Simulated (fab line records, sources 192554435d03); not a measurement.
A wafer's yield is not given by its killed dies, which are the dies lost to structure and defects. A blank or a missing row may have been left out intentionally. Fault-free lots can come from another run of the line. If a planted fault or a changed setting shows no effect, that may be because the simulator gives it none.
The tool behind it: which one? :: flow n5 finfet :: 30 wafers from 10 lots sampled at 5 of the route's 1938 steps

## WHAT THE GAUGES READ, wafer by wafer
N5_BEOL_M4_RC_MEAS_101. Usual: DIBL_N 36.2 mV/V, standard deviation 1.7; DIBL_P 36.2 mV/V, standard deviation 2.2; IOFF_N 0.16 nA/um, standard deviation 0.035; IOFF_P 0.21 nA/um, standard deviation 0.042; ION_N 673 uA/um, standard deviation 13; ION_P 462 uA/um, standard deviation 7.9; SS_N 71.4 mV/dec, standard deviation 0.59; SS_P 73.2 mV/dec, standard deviation 0.7; VT_N 250 mV, standard deviation 3.6; VT_P -251 mV, standard deviation 3.5.
lot: L906
measured: day 7 23:13
on: prober-01
DIBL_N (mV/V): 36.3 38.7 36.4
DIBL_P (mV/V): 36.1 40.1 38.5
IOFF_N (nA/um): 0.14 0.21 0.17
IOFF_P (nA/um): 0.19 0.25 0.22
ION_N (uA/um): 653 688 674
ION_P (uA/um): 446 461 465
SS_N (mV/dec): 70.9 72.5 71.4
SS_P (mV/dec): 73.0 74.0 73.9
VT_N (mV): 250 243 248
VT_P (mV): -252 -247 -251
flag: 

lot: L909
measured: day 8 10:10
on: prober-02
DIBL_N (mV/V): 35.5 34.1 36.4
DIBL_P (mV/V): 34.9 33.8 35.9
IOFF_N (nA/um): 0.14 0.12 0.17
IOFF_P (nA/um): 0.19 0.18 0.21
ION_N (uA/um): 667 673 689
ION_P (uA/um): 464 467 467
SS_N (mV/dec): 70.9 70.8 71.2
SS_P (mV/dec): 73.4 72.8 72.6
VT_N (mV): 251 250 247
VT_P (mV): -251 -254 -250
flag: 

lot: L911
measured: day 9 04:19
on: prober-01
DIBL_N (mV/V): 35.6 34.7 38.1
DIBL_P (mV/V): 38.0 36.0 39.9
IOFF_N (nA/um): 0.17 0.14 0.20
IOFF_P (nA/um): 0.21 0.18 0.23
ION_N (uA/um): 681 662 681
ION_P (uA/um): 456 454 458
SS_N (mV/dec): 71.0 71.7 71.8
SS_P (mV/dec): 72.9 73.0 74.0
VT_N (mV): 252 250 249
VT_P (mV): -250 -253 -251
flag: 

lot: L914
measured: day 10 17:28
on: prober-01
DIBL_N (mV/V): 38.1 37.1 38.6
DIBL_P (mV/V): 38.7 37.4 39.1
IOFF_N (nA/um): 0.19 0.17 0.19
IOFF_P (nA/um): 0.24 0.22 0.25
ION_N (uA/um): 695 678 681
ION_P (uA/um): 468 464 466
SS_N (mV/dec): 72.1 72.0 72.6
SS_P (mV/dec): 73.9 73.7 74.6
VT_N (mV): 248 250 245
VT_P (mV): -246 -250 -246
flag: 

lot: L915
measured: day 10 21:37
on: prober-01
DIBL_N (mV/V): 36.3 38.6 37.6
DIBL_P (mV/V): 36.0 38.3 36.5
IOFF_N (nA/um): 0.15 0.20 0.17
IOFF_P (nA/um): 0.20 0.24 0.21
ION_N (uA/um): 673 670 671
ION_P (uA/um): 459 456 462
SS_N (mV/dec): 71.0 71.4 72.3
SS_P (mV/dec): 73.7 74.2 73.1
VT_N (mV): 253 248 248
VT_P (mV): -253 -251 -250
flag: 

lot: L916
measured: day 11 00:17
on: prober-01
DIBL_N (mV/V): 33.6 35.7 33.9
DIBL_P (mV/V): 32.4 35.6 32.6
IOFF_N (nA/um): 0.11 0.14 0.11
IOFF_P (nA/um): 0.16 0.21 0.17
ION_N (uA/um): 655 661 666
ION_P (uA/um): 450 459 455
SS_N (mV/dec): 70.5 70.5 70.8
SS_P (mV/dec): 71.7 73.2 73.0
VT_N (mV): 251 249 255
VT_P (mV): -253 -251 -253
flag: 

lot: L919
measured: day 11 04:55
on: prober-01
DIBL_N (mV/V): 37.7 34.2 35.3
DIBL_P (mV/V): 39.0 34.5 36.8
IOFF_N (nA/um): 0.17 0.12 0.14
IOFF_P (nA/um): 0.26 0.19 0.22
ION_N (uA/um): 668 659 666
ION_P (uA/um): 463 464 460
SS_N (mV/dec): 71.2 71.6 71.3
SS_P (mV/dec): 73.8 72.0 73.0
VT_N (mV): 251 252 250
VT_P (mV): -245 -250 -248
flag: 

lot: L922
measured: day 12 13:05
on: prober-02
DIBL_N (mV/V): 36.2 35.4 36.9
DIBL_P (mV/V): 35.5 35.1 37.5
IOFF_N (nA/um): 0.16 0.16 0.17
IOFF_P (nA/um): 0.21 0.21 0.24
ION_N (uA/um): 670 677 676
ION_P (uA/um): 465 468 462
SS_N (mV/dec): 71.2 71.6 72.2
SS_P (mV/dec): 73.1 73.0 73.1
VT_N (mV): 251 249 249
VT_P (mV): -249 -249 -249
flag: 

lot: L923
measured: day 12 17:07
on: prober-02
DIBL_N (mV/V): 32.5 32.4 32.2
DIBL_P (mV/V): 32.9 31.6 30.7
IOFF_N (nA/um): 0.10 0.10 0.09
IOFF_P (nA/um): 0.15 0.14 0.13
ION_N (uA/um): 654 648 648
ION_P (uA/um): 455 446 446
SS_N (mV/dec): 71.2 70.5 70.4
SS_P (mV/dec): 72.3 72.4 72.3
VT_N (mV): 256 256 258
VT_P (mV): -254 -255 -258
flag: 

lot: L927
measured: day 13 15:37
on: prober-02
DIBL_N (mV/V): 37.0 34.4 37.7
DIBL_P (mV/V): 36.1 33.8 37.8
IOFF_N (nA/um): 0.16 0.12 0.18
IOFF_P (nA/um): 0.21 0.17 0.24
ION_N (uA/um): 668 666 678
ION_P (uA/um): 459 457 459
SS_N (mV/dec): 71.3 71.0 71.8
SS_P (mV/dec): 72.9 71.9 73.3
VT_N (mV): 251 255 247
VT_P (mV): -250 -253 -249
flag: 

## EACH LOT AND THE TOOL THAT RAN IT (in order: tool; ch and the chambers of the sampled wafers; start)
lot: L906
N5_MOL_CONTACT_COAG_STRIP_98: rie diel-04 ch 2,3, day 5 03:10
N5_MOL_CONTACT_COAG_PRE_CLEAN_141: pvd sputter-01, day 5 04:30
N5_MOL_CONTACT_COAG_SPUTTER_143: pvd sputter-01, day 5 04:34
N5_MOL_CONTACT_COAG_ALD_123: ald sin-01 ch 1,2, day 5 10:40

lot: L909
N5_MOL_CONTACT_COAG_STRIP_98: rie diel-04 ch 0,1, day 5 15:44
N5_MOL_CONTACT_COAG_PRE_CLEAN_141: pvd sputter-02, day 5 17:37
N5_MOL_CONTACT_COAG_SPUTTER_143: pvd sputter-02, day 5 17:41
N5_MOL_CONTACT_COAG_ALD_123: ald sin-01 ch 0,2, day 5 23:14

lot: L911
N5_MOL_CONTACT_COAG_STRIP_98: rie diel-03 ch 1,2,3, day 6 04:20
N5_MOL_CONTACT_COAG_PRE_CLEAN_141: pvd sputter-02, day 6 07:04
N5_MOL_CONTACT_COAG_SPUTTER_143: pvd sputter-02, day 6 07:07
N5_MOL_CONTACT_COAG_ALD_123: ald sin-01 ch 1,2,3, day 6 12:46

lot: L914
N5_MOL_CONTACT_COAG_STRIP_98: rie diel-01 ch 0,1,2, day 7 04:28
N5_MOL_CONTACT_COAG_PRE_CLEAN_141: pvd sputter-03, day 7 07:14
N5_MOL_CONTACT_COAG_SPUTTER_143: pvd sputter-03, day 7 07:17
N5_MOL_CONTACT_COAG_ALD_123: ald sin-04 ch 0,1, day 7 13:44

lot: L915
N5_MOL_CONTACT_COAG_STRIP_98: rie diel-03 ch 0,2,3, day 7 05:29
N5_MOL_CONTACT_COAG_PRE_CLEAN_141: pvd sputter-03, day 7 07:23
N5_MOL_CONTACT_COAG_SPUTTER_143: pvd sputter-03, day 7 07:27
N5_MOL_CONTACT_COAG_ALD_123: ald sin-01 ch 0,1, day 7 13:46

lot: L916
N5_MOL_CONTACT_COAG_STRIP_98: rie diel-01 ch 0,1,3, day 7 13:29
N5_MOL_CONTACT_COAG_PRE_CLEAN_141: pvd sputter-01, day 7 15:44
N5_MOL_CONTACT_COAG_SPUTTER_143: pvd sputter-01, day 7 15:48
N5_MOL_CONTACT_COAG_ALD_123: ald sin-03 ch 0,1,3, day 7 21:19

lot: L919
N5_MOL_CONTACT_COAG_STRIP_98: rie diel-01 ch 1,2,3, day 8 04:28
N5_MOL_CONTACT_COAG_PRE_CLEAN_141: pvd sputter-01, day 8 07:09
N5_MOL_CONTACT_COAG_SPUTTER_143: pvd sputter-01, day 8 07:13
N5_MOL_CONTACT_COAG_ALD_123: ald sin-01 ch 0,2, day 8 12:55

lot: L922
N5_MOL_CONTACT_COAG_STRIP_98: rie diel-01 ch 0,2,3, day 8 22:50
N5_MOL_CONTACT_COAG_PRE_CLEAN_141: pvd sputter-03, day 9 00:35
N5_MOL_CONTACT_COAG_SPUTTER_143: pvd sputter-03, day 9 00:39
N5_MOL_CONTACT_COAG_ALD_123: ald sin-04 ch 0,1,3, day 9 07:22

lot: L923
N5_MOL_CONTACT_COAG_STRIP_98: rie diel-04 ch 0,2, day 9 06:16
N5_MOL_CONTACT_COAG_PRE_CLEAN_141: pvd sputter-02, day 9 10:05
N5_MOL_CONTACT_COAG_SPUTTER_143: pvd sputter-02, day 9 10:09
N5_MOL_CONTACT_COAG_ALD_123: ald sin-04 ch 0,1,3, day 9 16:16

lot: L927
N5_MOL_CONTACT_COAG_STRIP_98: rie diel-01 ch 0,1,2, day 10 06:17
N5_MOL_CONTACT_COAG_PRE_CLEAN_141: pvd sputter-02, day 10 08:12
N5_MOL_CONTACT_COAG_SPUTTER_143: pvd sputter-02, day 10 08:16
N5_MOL_CONTACT_COAG_ALD_123: ald sin-03 ch 1,2,3, day 10 15:47
- N5_MOL_CONTACT_COAG_STRIP_98: strips in N2/H2.
- N5_MOL_CONTACT_COAG_PRE_CLEAN_141: time 60 s.
- N5_MOL_CONTACT_COAG_SPUTTER_143: material Co, target thk 2.5 nm.
- N5_MOL_CONTACT_COAG_ALD_123: deposits SiNx, target thk 5 nm, pulse time 1 s, purge time 2 s.

## WHAT THE TOOLS THEMSELVES READ (means of the sampled wafers that have a number; where no wafer has one, the mark that the record gives instead)
N5_MOL_CONTACT_COAG_STRIP_98. Usual: drypump motor current A 5.6 A, standard deviation 0.49; oes product au 0.76 a.u., standard deviation 0.062; rf vpp V 54.3 V, standard deviation 1.4; showerhead plenum p Torr 3.39 Torr, standard deviation 0.097; throttle valve pct 18.78 %, standard deviation 0.27.
lot: L906
tool: rie diel-04
drypump motor current A (A): 6.0
oes product au (a.u.): 0.73
rf vpp V (V): 54.2
showerhead plenum p Torr (Torr): 3.37
throttle valve pct (%): 18.57
flag: 

lot: L909
tool: rie diel-04
drypump motor current A (A): 6.0
oes product au (a.u.): 0.84
rf vpp V (V): 53.9
showerhead plenum p Torr (Torr): 3.41
throttle valve pct (%): 18.90
flag: 

lot: L911
tool: rie diel-03
drypump motor current A (A): 5.5
oes product au (a.u.): 0.74
rf vpp V (V): 53.9
showerhead plenum p Torr (Torr): 3.39
throttle valve pct (%): 18.77
flag: 

lot: L914
tool: rie diel-01
drypump motor current A (A): 5.2
oes product au (a.u.): 0.73
rf vpp V (V): 53.7
showerhead plenum p Torr (Torr): 3.35
throttle valve pct (%): 18.91
flag: 

lot: L915
tool: rie diel-03
drypump motor current A (A): 5.5
oes product au (a.u.): 0.75
rf vpp V (V): 53.7
showerhead plenum p Torr (Torr): 3.43
throttle valve pct (%): 18.68
flag: 

lot: L916
tool: rie diel-01
drypump motor current A (A): 5.7
oes product au (a.u.): 0.78
rf vpp V (V): 53.8
showerhead plenum p Torr (Torr): 3.45
throttle valve pct (%): 18.68
flag: 

lot: L919
tool: rie diel-01
drypump motor current A (A): 5.3
oes product au (a.u.): 0.74
rf vpp V (V): 53.7
showerhead plenum p Torr (Torr): 3.41
throttle valve pct (%): 18.81
flag: 

lot: L922
tool: rie diel-01
drypump motor current A (A): 5.6
oes product au (a.u.): 0.77
rf vpp V (V): 53.6
showerhead plenum p Torr (Torr): 3.37
throttle valve pct (%): 18.79
flag: 

lot: L923
tool: rie diel-04
drypump motor current A (A): 6.1
oes product au (a.u.): 0.70
rf vpp V (V): 54.1
showerhead plenum p Torr (Torr): 3.32
throttle valve pct (%): 18.77
flag: 

lot: L927
tool: rie diel-01
drypump motor current A (A): 5.2
oes product au (a.u.): 0.72
rf vpp V (V): 53.1
showerhead plenum p Torr (Torr): 3.33
throttle valve pct (%): 18.96
flag: 

N5_MOL_CONTACT_COAG_PRE_CLEAN_141. Usual: heater power w reads 481 W (standard deviation 51).
lot: L906
tool: pvd sputter-01
heater power w (W): 470
flag: 

lot: L909
tool: pvd sputter-02
heater power w (W): 457
flag: 

lot: L911
tool: pvd sputter-02
heater power w (W): 472
flag: 

lot: L914
tool: pvd sputter-03
heater power w (W): 535
flag: 

lot: L915
tool: pvd sputter-03
heater power w (W): 500
flag: 

lot: L916
tool: pvd sputter-01
heater power w (W): 450
flag: 

lot: L919
tool: pvd sputter-01
heater power w (W): 503
flag: 

lot: L922
tool: pvd sputter-03
heater power w (W): 526
flag: 

lot: L923
tool: pvd sputter-02
heater power w (W): 460
flag: 

lot: L927
tool: pvd sputter-02
heater power w (W): 466
flag: 

N5_MOL_CONTACT_COAG_SPUTTER_143. Usual: throttle valve pct reads 30.2 % (standard deviation 1.3).
lot: L906
tool: pvd sputter-01
throttle valve pct (%): 30.2
flag: 

lot: L909
tool: pvd sputter-02
throttle valve pct (%): 29.0
flag: 

lot: L911
tool: pvd sputter-02
throttle valve pct (%): 29.7
flag: 

lot: L914
tool: pvd sputter-03
throttle valve pct (%): 30.4
flag: 

lot: L915
tool: pvd sputter-03
throttle valve pct (%): 29.4
flag: 

lot: L916
tool: pvd sputter-01
throttle valve pct (%): 29.3
flag: 

lot: L919
tool: pvd sputter-01
throttle valve pct (%): 30.5
flag: 

lot: L922
tool: pvd sputter-03
throttle valve pct (%): 30.3
flag: 

lot: L923
tool: pvd sputter-02
throttle valve pct (%): 30.8
flag: 

lot: L927
tool: pvd sputter-02
throttle valve pct (%): 30.9
flag: 

N5_MOL_CONTACT_COAG_ALD_123. Usual: heater power w 825 W, standard deviation 80; precursor pulse height rel 1.001, standard deviation 0.02.
lot: L906
tool: ald sin-01
heater power w (W): 752
precursor pulse height rel: 1.010
flag: 

lot: L909
tool: ald sin-01
heater power w (W): 787
precursor pulse height rel: 1.013
flag: 

lot: L911
tool: ald sin-01
heater power w (W): 846
precursor pulse height rel: 1.014
flag: 

lot: L914
tool: ald sin-04
heater power w (W): 776
precursor pulse height rel: 0.997
flag: 

lot: L915
tool: ald sin-01
heater power w (W): 864
precursor pulse height rel: 1.024
flag: 

lot: L916
tool: ald sin-03
heater power w (W): 855
precursor pulse height rel: 1.005
flag: 

lot: L919
tool: ald sin-01
heater power w (W): 845
precursor pulse height rel: 1.008
flag: 

lot: L922
tool: ald sin-04
heater power w (W): 778
precursor pulse height rel: 1.007
flag: 

lot: L923
tool: ald sin-04
heater power w (W): 787
precursor pulse height rel: 1.005
flag: 

lot: L927
tool: ald sin-03
heater power w (W): 795
precursor pulse height rel: 1.016
flag: 

## THE ANSWER, worked out from the rows above alone
Rule: lot off if the mean of its wafers having a number is beyond 3 standard deviations from the usual mean. Also off: a lot with no number at a reading for which 4 or more lots have one. Any other lot the step has rows for is counted as sound. First the gauges in route order, then the tools' own readings, where a lot's mean is used as printed above. The first step at which some lot is off is used, and at that step the reading that is off furthest; a lot without a number counts as furthest.
No lot is off at any reading shown: from this, nothing can be told.

## WHAT THE SIMULATOR HAD PUT IN
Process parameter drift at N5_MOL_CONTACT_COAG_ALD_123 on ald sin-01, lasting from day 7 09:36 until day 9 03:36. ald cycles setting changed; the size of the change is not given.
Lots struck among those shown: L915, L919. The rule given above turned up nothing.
